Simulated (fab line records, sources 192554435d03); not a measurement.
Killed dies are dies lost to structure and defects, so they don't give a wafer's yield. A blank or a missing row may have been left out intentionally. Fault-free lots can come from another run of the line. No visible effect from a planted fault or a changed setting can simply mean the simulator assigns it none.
One fault through the eyes of 3 desks + flow n5Finfet + numbers are kept per desk, each desk with only its own; the story behind them comes last

== THE DEFECT DESK ==
What the inspections along the route counted, lot by lot: means of the sampled wafers that have a number. Any lot whose mean is over 4 standard deviations away from the usual mean is out of limits and marked OUT; that distance is given in the brackets.
Columns: A = rawDefectCount at N5_BEOL_M4_INSPECT_59, usual 76
| lot  | first seen here | A  |
|------|-----------------|----|
| L573 | day 8 14:49     | 92 |
| L576 | day 8 21:32     | 81 |
| L577 | day 9 07:24     | 77 |
| L579 | day 9 09:37     | 87 |
| L580 | day 10 07:17    | 53 |
| L581 | day 10 10:52    | 98 |
| L582 | day 10 13:24    | 80 |
| L583 | day 10 13:50    | 79 |
| L585 | day 11 17:08    | 67 |
| L586 | day 11 19:14    | 72 |
This desk found nothing out of limits on any of the 10 lots.

== DESK OF THE TOOL OWNER: rieSi-05 ==
The tool's own readings at N5_SD_EPI_N_SD_RECESS_17 (chemistry HBr/Cl2/O2, target depth 41 nm, time 23.7 s, bt time 3 s): means of the sampled wafers that have a number, for each lot that ran on this tool. Any lot whose mean is over 4 standard deviations away from the usual mean is out of limits and marked OUT; that distance is given in the brackets.
Columns: A = drypumpMotorCurrentA at N5_SD_EPI_N_SD_RECESS_17, usual 5.6 A; B = oes_o_777_au at N5_SD_EPI_N_SD_RECESS_17, usual 0.994 a.u.; C = oesProductAu at N5_SD_EPI_N_SD_RECESS_17, usual 0.994 a.u.; D = throttleValvePct at N5_SD_EPI_N_SD_RECESS_17, usual 37.1 %
| lot  | first seen here | A   | B     | C     | D    |
|------|-----------------|-----|-------|-------|------|
| L582 | day 5 10:03     | 5.5 | 0.975 | 0.973 | 37.2 |
| L583 | day 5 14:45     | 5.7 | 0.988 | 0.986 | 37.4 |
| L585 | day 6 02:40     | 5.6 | 1.014 | 1.000 | 37.2 |
| L586 | day 6 09:37     | 5.6 | 0.982 | 0.980 | 37.3 |
This desk found nothing out of limits on any of the 4 lots.

== THE METROLOGY DESK ==
What the gauges read, lot by lot, whatever tool the lot ran on: means of the sampled wafers that have a number. Any lot whose mean is over 4 standard deviations away from the usual mean is out of limits and marked OUT; that distance is given in the brackets. Of its 11 readings 7 are shown: those that lie furthest out on some lot.
Columns: A = CJ_N at N5_BEOL_M4_RC_MEAS_101, usual 4.30; B = DIBL_N at N5_BEOL_M4_RC_MEAS_101, usual 36.5 mV/V; C = IOFF_N at N5_BEOL_M4_RC_MEAS_101, usual 0.16 nA/um; D = IOFF_P at N5_BEOL_M4_RC_MEAS_101, usual 0.21 nA/um; E = ION_N at N5_BEOL_M4_RC_MEAS_101, usual 672 uA/um; F = SS_P at N5_BEOL_M4_RC_MEAS_101, usual 73.4 mV/dec; G = VT_N at N5_BEOL_M4_RC_MEAS_101, usual 250 mV
| lot  | first seen here | A    | B    | C    | D    | E   | F    | G   |
|------|-----------------|------|------|------|------|-----|------|-----|
| L573 | day 8 14:59     | 4.35 | 33.1 | 0.14 | 0.18 | 668 | 72.8 | 252 |
| L576 | day 8 21:33     | 4.26 | 35.7 | 0.16 | 0.20 | 676 | 73.6 | 249 |
| L577 | day 9 07:25     | 4.39 | 38.9 | 0.21 | 0.26 | 677 | 74.1 | 247 |
| L579 | day 9 09:58     | 4.36 | 36.3 | 0.18 | 0.23 | 678 | 73.4 | 246 |
| L580 | day 10 07:19    | 4.31 | 37.3 | 0.16 | 0.21 | 672 | 73.2 | 250 |
| L581 | day 10 11:02    | 4.27 | 35.7 | 0.14 | 0.17 | 665 | 73.2 | 250 |
| L582 | day 10 13:35    | 4.24 | 35.7 | 0.15 | 0.19 | 673 | 73.5 | 251 |
| L583 | day 10 13:52    | 4.31 | 33.3 | 0.11 | 0.17 | 651 | 72.5 | 256 |
| L585 | day 11 17:28    | 4.18 | 38.3 | 0.20 | 0.26 | 683 | 74.4 | 246 |
| L586 | day 11 19:43    | 4.08 | 36.2 | 0.17 | 0.23 | 656 | 73.4 | 250 |
This desk found nothing out of limits on any of the 10 lots.

== ALL TOGETHER ==
The defect desk saw nothing out of limits.
The tool owner's desk saw nothing out of limits.
The metrology desk saw nothing out of limits.

== WHAT HAD BEEN PUT IN BY THE SIMULATOR ==
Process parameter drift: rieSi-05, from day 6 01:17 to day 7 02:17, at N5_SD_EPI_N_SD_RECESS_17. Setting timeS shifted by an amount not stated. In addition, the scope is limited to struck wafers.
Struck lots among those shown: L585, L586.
